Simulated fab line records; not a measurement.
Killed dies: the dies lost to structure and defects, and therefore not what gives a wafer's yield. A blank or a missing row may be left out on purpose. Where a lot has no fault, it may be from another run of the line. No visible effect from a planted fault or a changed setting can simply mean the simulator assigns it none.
Chamber matching / flow n5Finfet / rieDiel-03 running N5_MOL_CONTACT_COAG_CONTACT_ETCH_14: 4 sister chambers
The step etches SiO2 in C4F6/O2, target depth 27.5 nm, overetch 8.5 nm, time 20 s. 4 wafers are shown with their chamber, then 12 later ones without.

== WAFERS PAIRED WITH THEIR CHAMBERS ==
wafer=L088.1; chamber=0; drypumpMotorCurrentA (A)=5.7
wafer=L088.4; chamber=3; drypumpMotorCurrentA (A)=6.3
wafer=L088.5; chamber=1; drypumpMotorCurrentA (A)=5.2
wafer=L088.6; chamber=2; drypumpMotorCurrentA (A)=5.3

== WAFERS WHOSE CHAMBER IS MISSING ==
wafer=L090.2; drypumpMotorCurrentA (A)=5.3
wafer=L090.3; drypumpMotorCurrentA (A)=5.7
wafer=L090.6; drypumpMotorCurrentA (A)=5.3
wafer=L091.3; drypumpMotorCurrentA (A)=5.2
wafer=L091.5; drypumpMotorCurrentA (A)=6.4
wafer=L091.6; drypumpMotorCurrentA (A)=5.7
wafer=L094.1; drypumpMotorCurrentA (A)=5.7
wafer=L094.2; drypumpMotorCurrentA (A)=5.3
wafer=L094.5; drypumpMotorCurrentA (A)=5.3
wafer=L097.2; drypumpMotorCurrentA (A)=5.3
wafer=L097.4; drypumpMotorCurrentA (A)=5.7
wafer=L097.5; drypumpMotorCurrentA (A)=5.2

== WHICH CHAMBER EACH ONE RAN IN ==
wafer=L090.2; from the rows above=2; in truth=2
wafer=L090.3; from the rows above=0; in truth=0
wafer=L090.6; from the rows above=2; in truth=2
wafer=L091.3; from the rows above=1; in truth=1
wafer=L091.5; from the rows above=3; in truth=3
wafer=L091.6; from the rows above=0; in truth=0
wafer=L094.1; from the rows above=0; in truth=0
wafer=L094.2; from the rows above=2; in truth=2
wafer=L094.5; from the rows above=2; in truth=2
wafer=L097.2; from the rows above=2; in truth=2
wafer=L097.4; from the rows above=0; in truth=0
wafer=L097.5; from the rows above=1; in truth=1
Correct placement for 12 of the 12. Can't be placed from these rows: 0. Placed wrongly: 0.
How it was worked out, from the rows above alone: a wafer's distance from a chamber is the root of the sum, over the readings, of the square of ((its reading less the chamber's mean) divided by the reading's scatter). If the next closest chamber is less than 2 further off than the closest, the wafer can't be placed; otherwise it belongs to the closest. The mean given for a chamber averages the wafers shown for that chamber. The scatter: root of mean squared gap, hidden wafer to nearest shown wafer, with one shown wafer a chamber.
